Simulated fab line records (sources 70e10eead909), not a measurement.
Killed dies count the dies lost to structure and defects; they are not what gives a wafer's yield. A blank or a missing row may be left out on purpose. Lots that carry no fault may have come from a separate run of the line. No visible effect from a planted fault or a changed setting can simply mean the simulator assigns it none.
Tool commonality check ; flow nand-harc ; Lots sampled 11, wafers sampled 33

## WHY IT WAS OPENED
On 2 of the 11 lots, a flag is raised at NHARC_A_M1_CD_MEAS_09 on the reading cd-nm. Fault-free wafers read 120.0 nm, with a standard deviation of 0.59.
Rule: a lot is flagged in two cases, either no wafer of it has a number, or all its wafers with numbers fall more than 4 standard deviations from that mean. As for the other lots, they are considered sound.

lot;measured;on;cd-nm (nm), wafer by wafer;flag
L444;day 23 09:46;cd-sem-03;120.0 120.2 120.4;
L446;day 23 15:58;cd-sem-03;120.9 120.2 120.1;
L447;day 24 19:17;cd-sem-03;119.9 120.5 120.6;
L448;day 25 15:24;cd-sem-01;120.6 119.6 119.6;
L450;day 26 06:01;cd-sem-01;119.7 119.2 119.1;
L451;day 27 02:26;cd-sem-02;120.2 120.0 119.3;
L459;day 30 11:32;cd-sem-01;130.1 129.9 129.3;FLAGGED
L463;day 31 00:06;cd-sem-01;119.7 120.4 120.4;
L462;day 31 09:33;cd-sem-01;126.0 126.7 127.4;FLAGGED
L465;day 32 04:14;cd-sem-01;120.2 120.3 120.2;
L466;day 32 14:23;cd-sem-02;120.9 120.3 120.8;
The numbers of the flagged lots are 128.2 nm on average: +8.2 nm against the usual, or +14 standard deviations.

## WHICH TOOL EACH LOT WENT THROUGH
Before the reading, the record contains 2 process steps out of a 1302-step route. Cell contents, in order: the tool; ch with the chambers the sampled wafers went through; the start.
lot;flag;NHARC_A_M0_ETCH_15;NHARC_A_M1_PEB_07
L444;;rie-diel-01 ch 0,2, day 23 08:13 or earlier;litho-track-04 ch 0, day 23 09:41
L446;;rie-diel-11 ch 2,3, day 23 14:33 or earlier;litho-track-06 ch 0, day 23 15:53
L447;;rie-diel-11 ch 2,3, day 24 17:44 or earlier;litho-track-04 ch 0, day 24 19:12
L448;;rie-diel-04 ch 2,3, day 25 13:58 or earlier;litho-track-06 ch 0, day 25 15:19
L450;;rie-diel-04 ch 0,1,3, day 26 04:28 or earlier;litho-track-01 ch 0, day 26 05:56
L451;;rie-diel-04 ch 0,2,3, day 27 00:53 or earlier;litho-track-01 ch 0, day 27 02:22
L459;FLAGGED;rie-diel-11 ch 0,2,3, day 30 09:59 or earlier;litho-track-01 ch 0, day 30 11:28
L463;;rie-diel-01 ch 1,3, day 30 22:40 or earlier;litho-track-06 ch 0, day 31 00:01
L462;FLAGGED;rie-diel-01 ch 1,2,3, day 31 08:00 or earlier;litho-track-01 ch 0, day 31 09:28
L465;;rie-diel-11 ch 1,2,3, day 32 02:49 or earlier;litho-track-04 ch 0, day 32 04:10
L466;;rie-diel-01 ch 0,2, day 32 12:58 or earlier;litho-track-06 ch 0, day 32 14:19
What these steps do:
- NHARC_A_M0_ETCH_15: etches the open film in C4F8/Ar, target depth 150 nm, overetch 15 nm, time 82.5 s.
- NHARC_A_M1_PEB_07: peb time 65 s.
- NHARC_A_M1_CD_MEAS_09: target cd 120 nm.

## FLAGGED AGAINST TOTAL, ONE TOOL AT A TIME (gauges that did the reading follow at the end)
step;tool;lots run;flagged;share of the flagged lots;sound lots run after its first flagged lot
NHARC_A_M0_ETCH_15;rie-diel-01;4;1;some;1 (L466)
NHARC_A_M0_ETCH_15;rie-diel-04;3;0;none;-
NHARC_A_M0_ETCH_15;rie-diel-11;4;1;some;1 (L465)
NHARC_A_M1_PEB_07;litho-track-01;4;2;all;0
NHARC_A_M1_PEB_07;litho-track-04;3;0;none;-
NHARC_A_M1_PEB_07;litho-track-06;4;0;none;-
NHARC_A_M1_CD_MEAS_09;cd-sem-01;6;2;all;2 (L463,L465)
NHARC_A_M1_CD_MEAS_09;cd-sem-02;2;0;none;-
NHARC_A_M1_CD_MEAS_09;cd-sem-03;3;0;none;-
Because NHARC_A_M0_ETCH_15 lacks a start for some lots, the hours and order of its lots are taken from NHARC_A_M0_THK_MEAS_24.

## WHAT THE TABLE ALLOWS
In 2 table rows, all flagged lots were run: litho-track-01 (NHARC_A_M1_PEB_07), cd-sem-01 (NHARC_A_M1_CD_MEAS_09).
- litho-track-01 at NHARC_A_M1_PEB_07: 2 of its 4 lots flagged. A fault beginning between L451 (day 27 02:22), its last sound lot, and L459 (day 30 11:28), its first flagged one, fits the data. Its own readings (heater-power-total-W, plate-temp-C) fall more than 4 standard deviations out on all wafers of the flagged lots.
- cd-sem-01 at NHARC_A_M1_CD_MEAS_09: 2 of its 6 lots flagged. Sound lots ran on it after the first flagged one (L463, L465), which a lasting fault on the whole tool wouldn't allow.
Just one tool remains: litho-track-01 at NHARC_A_M1_PEB_07.

## WHAT HAD BEEN PUT IN BY THE SIMULATOR
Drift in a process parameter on litho-track-01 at NHARC_A_M1_PEB_07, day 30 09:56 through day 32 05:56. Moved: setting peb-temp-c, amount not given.
Struck lots among those shown: L459, L462. Same finding as the rule above.
